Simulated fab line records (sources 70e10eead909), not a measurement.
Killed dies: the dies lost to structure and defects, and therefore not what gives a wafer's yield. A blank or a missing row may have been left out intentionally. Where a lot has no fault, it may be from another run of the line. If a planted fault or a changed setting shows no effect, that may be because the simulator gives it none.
Matching of chambers -- flow nand-harc -- pecvd-02 running NHARC_A_M1_PRE_CLEAN_32: 3 sister chambers
The step time 12 s. 14 wafers are shown with their chamber, then 7 later ones without.

EACH WAFER AND ITS CHAMBER
wafer,chamber,heater-power-w (W),heater-power-outer-w (W)
L076.1,1,606,369
L076.3,2,591,361
L076.6,1,599,382
L075.3,2,541,306
L075.4,2,525,311
L075.6,1,636,406
L079.2,0,714,409
L079.3,1,635,385
L079.6,1,639,397
L083.2,1,660,405
L083.3,0,633,361
L083.4,0,629,355
L084.3,1,589,353
L084.5,0,756,443

SIGNATURES, as means of the wafers listed above
reading,chamber 0,chamber 1,chamber 2,scatter within a chamber
heater-power-w,683.00,623.43,552.33,40.5
heater-power-outer-w,392.00,385.29,326.00,29.1
Rule: for each reading, subtract the chamber's mean from the wafer's reading, divide by that reading's scatter and square the result; add these up over the readings and take the root, which gives the wafer's distance from the chamber. The wafer belongs to the nearest chamber; if the next one is less than 2 further off, it can't be placed. The scatter is the square root of a quotient: the sum, over the shown wafers, of each reading's squared deviation from its chamber's mean, divided by wafers minus chambers.

WAFERS WITH NO CHAMBER GIVEN
wafer,heater-power-w (W),heater-power-outer-w (W)
L084.6,632,362
L085.1,625,383
L085.2,760,452
L085.6,624,386
L094.1,630,356
L094.2,674,413
L094.5,651,406

WHICH CHAMBER EACH ONE RAN IN
wafer,from the rows above,in truth
L084.6,can't be placed: 1 or 0 or 2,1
L085.1,can't be placed: 1 or 0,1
L085.2,can't be placed: 0 or 1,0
L085.6,can't be placed: 1 or 0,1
L094.1,can't be placed: 1 or 0 or 2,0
L094.2,can't be placed: 0 or 1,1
L094.5,can't be placed: 0 or 1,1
0 of 7 placed correctly. Can't be placed from these rows: 7 (the true chamber is among the candidates in 7). 0 placed wrongly.
